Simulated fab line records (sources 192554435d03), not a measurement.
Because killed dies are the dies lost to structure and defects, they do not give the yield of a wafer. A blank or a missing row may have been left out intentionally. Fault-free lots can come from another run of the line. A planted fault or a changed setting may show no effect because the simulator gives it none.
Which of the tools did it?	flow n5Finfet	Sampling: 24 lots, 72 wafers, 3 of 1938 route steps

== WHAT EACH GAUGE READ, for each wafer ==
N5_MOL_CONTACT_COAG_OVL_MEAS_09. Usual: CA_OVL -0.1 nm, standard deviation 0.57.
lot	measured	on	CA_OVL (nm)	flag
L075	day 5 03:54	overlay-01	-0.5 -0.5 0.0	
L074	day 5 05:22	overlay-02	0.5 1.0 0.7	
L076	day 5 06:38	overlay-02	0.6 -0.5 0.4	
L077	day 5 12:34	overlay-02	-1.1 -0.4 0.4	
L078	day 5 21:11	overlay-02	0.0 -0.4 0.2	
L079	day 5 23:32	overlay-02	-0.5 -0.1 -0.2	
L080	day 6 07:02	overlay-01	0.8 0.2 0.6	
L081	day 6 12:49	overlay-01	-0.6 0.0 -0.1	
L082	day 6 19:49	overlay-01	-0.9 -0.1 0.6	
L083	day 7 02:21	overlay-01	-0.7 -1.2 0.0	
L084	day 7 06:36	overlay-01	-0.5 0.8 -0.3	
L085	day 7 13:31	overlay-01	0.3 -0.2 -0.2	
L086	day 8 01:04	overlay-01	-0.9 -0.1 0.3	
L087	day 8 04:46	overlay-02	0.2 -0.5 0.8	
L088	day 8 07:06	overlay-02	0.7 -0.3 0.0	
L089	day 8 09:47	overlay-01	-0.4 0.9 0.2	
L090	day 8 16:59	overlay-01	-0.3 0.1 -0.3	
L091	day 9 03:13	overlay-01	-0.5 0.4 0.5	
L092	day 9 04:08	overlay-01	0.4 -0.3 -0.6	
L093	day 9 12:00	overlay-01	0.1 0.7 0.0	
L094	day 9 17:58	overlay-01	-0.2 -0.9 0.0	
L095	day 9 22:15	overlay-01	-0.3 0.8 -0.3	
L096	day 10 03:38	overlay-01	0.4 0.3 0.2	
L097	day 10 14:49	overlay-01	-0.8 -0.8 -0.3	

N5_MOL_CONTACT_COAG_INSPECT_10: inspects for defects (brightfield). Usual: rawDefectCount reads 84 (standard deviation 28).
lot	measured	on	rawDefectCount	flag
L075	day 5 03:58	defectInspect-01	92 63 96	
L074	day 5 05:25	defectInspect-02	69 42 47	
L076	day 5 06:40	defectInspect-01	75 47 44	
L077	day 5 12:37	defectInspect-01	161 44 105	
L078	day 5 21:14	defectInspect-02	108 68 110	
L079	day 5 23:35	defectInspect-02	82 66 76	
L080	day 6 07:05	defectInspect-02	114 71 71	
L081	day 6 12:52	defectInspect-01	134 142 111	
L082	day 6 19:52	defectInspect-02	68 75 94	
L083	day 7 02:23	defectInspect-02	122 119 82	
L084	day 7 06:39	defectInspect-01	48 55 68	
L085	day 7 13:34	defectInspect-01	112 70 90	
L086	day 8 01:07	defectInspect-01	133 70 97	
L087	day 8 04:50	defectInspect-02	73 90 101	
L088	day 8 07:10	defectInspect-01	61 38 109	
L089	day 8 09:50	defectInspect-02	75 116 114	
L090	day 8 17:03	defectInspect-01	72 128 131	
L091	day 9 03:16	defectInspect-02	89 85 93	
L092	day 9 04:12	defectInspect-01	52 96 96	
L093	day 9 12:04	defectInspect-01	145 84 97	
L094	day 9 18:02	defectInspect-02	106 92 145	
L095	day 9 22:18	defectInspect-01	47 58 144	
L096	day 10 03:41	defectInspect-02	63 71 68	
L097	day 10 14:52	defectInspect-01	68 53 75	

== TOOL THAT RAN EACH LOT (tool first, then ch and the chambers of the sampled wafers, then the start) ==
lot	N5_GATE_CUT_VAPOR_ETCH_49
L075	rieMetal-02 ch 0,1, day 4 22:20
L074	rieMetal-01 ch 1, day 5 01:40
L076	rieMetal-03 ch 0,1, day 5 02:59
L077	rieMetal-03 ch 0,1, day 5 09:12
L078	rieMetal-01 ch 0,1, day 5 17:58
L079	rieMetal-03 ch 0,1, day 5 20:18
L080	rieMetal-01 ch 0,1, day 6 03:56
L081	rieMetal-03 ch 0,1, day 6 09:04
L082	rieMetal-02 ch 0,1, day 6 16:31
L083	rieMetal-01 ch 0,1, day 6 23:16
L084	rieMetal-02 ch 0,1, day 7 03:29
L085	rieMetal-02 ch 0,1, day 7 10:25
L086	rieMetal-02 ch 0,1, day 7 18:41
L087	rieMetal-02 ch 0,1, day 8 01:41
L088	rieMetal-02 ch 0,1, day 8 04:01
L089	rieMetal-03 ch 0,1, day 8 06:39
L090	rieMetal-03 ch 0,1, day 8 13:22
L091	rieMetal-02 ch 0,1, day 8 22:54
L092	rieMetal-03 ch 0,1, day 9 01:03
L093	rieMetal-03 ch 0,1, day 9 08:55
L094	rieMetal-03 ch 0,1, day 9 14:53
L095	rieMetal-02 ch 1, day 9 18:32
L096	rieMetal-02 ch 1, day 10 00:22
L097	rieMetal-02 ch 1, day 10 11:40
- N5_GATE_CUT_VAPOR_ETCH_49: etches TiAlC in BCl3/Cl2.

== AS READ BY THE TOOLS THEMSELVES (means over the sampled wafers that have a number; for cases with no such wafer, the mark the record gives instead) ==
N5_GATE_CUT_VAPOR_ETCH_49. Usual: drypumpMotorCurrentA 5.70 A, standard deviation 0.27; oesProductAu 0.72 a.u., standard deviation 0.14.
lot	tool	drypumpMotorCurrentA (A)	oesProductAu (a.u.)	flag
L075	rieMetal-02	5.83	0.62	
L074	rieMetal-01	5.38	0.69	
L076	rieMetal-03	5.72	0.70	
L077	rieMetal-03	5.49	0.79	
L078	rieMetal-01	5.44	0.76	
L079	rieMetal-03	5.49	0.79	
L080	rieMetal-01	5.52	0.83	
L081	rieMetal-03	5.71	0.69	
L082	rieMetal-02	5.81	0.61	
L083	rieMetal-01	5.44	0.75	
L084	rieMetal-02	5.84	0.61	
L085	rieMetal-02	5.83	0.60	
L086	rieMetal-02	5.82	0.61	
L087	rieMetal-02	5.87	0.62	
L088	rieMetal-02	5.86	0.62	
L089	rieMetal-03	5.49	0.90	
L090	rieMetal-03	5.71	0.94	
L091	rieMetal-02	5.82	0.60	
L092	rieMetal-03	5.70	0.93	
L093	rieMetal-03	5.72	0.92	
L094	rieMetal-03	5.72	0.92	
L095	rieMetal-02	5.94	0.62	
L096	rieMetal-02	5.93	0.62	
L097	rieMetal-02	5.89	0.61	

== THE ANSWER, worked out from the rows above alone ==
Rule: a lot is off if the mean of its wafers that have a number lies more than 3 standard deviations from the usual mean. Also off: a lot with no number at a reading for which 4 or more lots have one. Where the step has rows for the other lots, those lots are counted as sound. The gauges are gone through in route order, then the tools' own readings, and for those a lot's mean is taken as printed above. At the first step where some lot is off, the reading lying furthest off is the one used; lots without a number count as furthest.
Across all readings shown, no lot is off: no conclusion can be drawn from this.

== WHAT THE SIMULATOR HAD PUT IN ==
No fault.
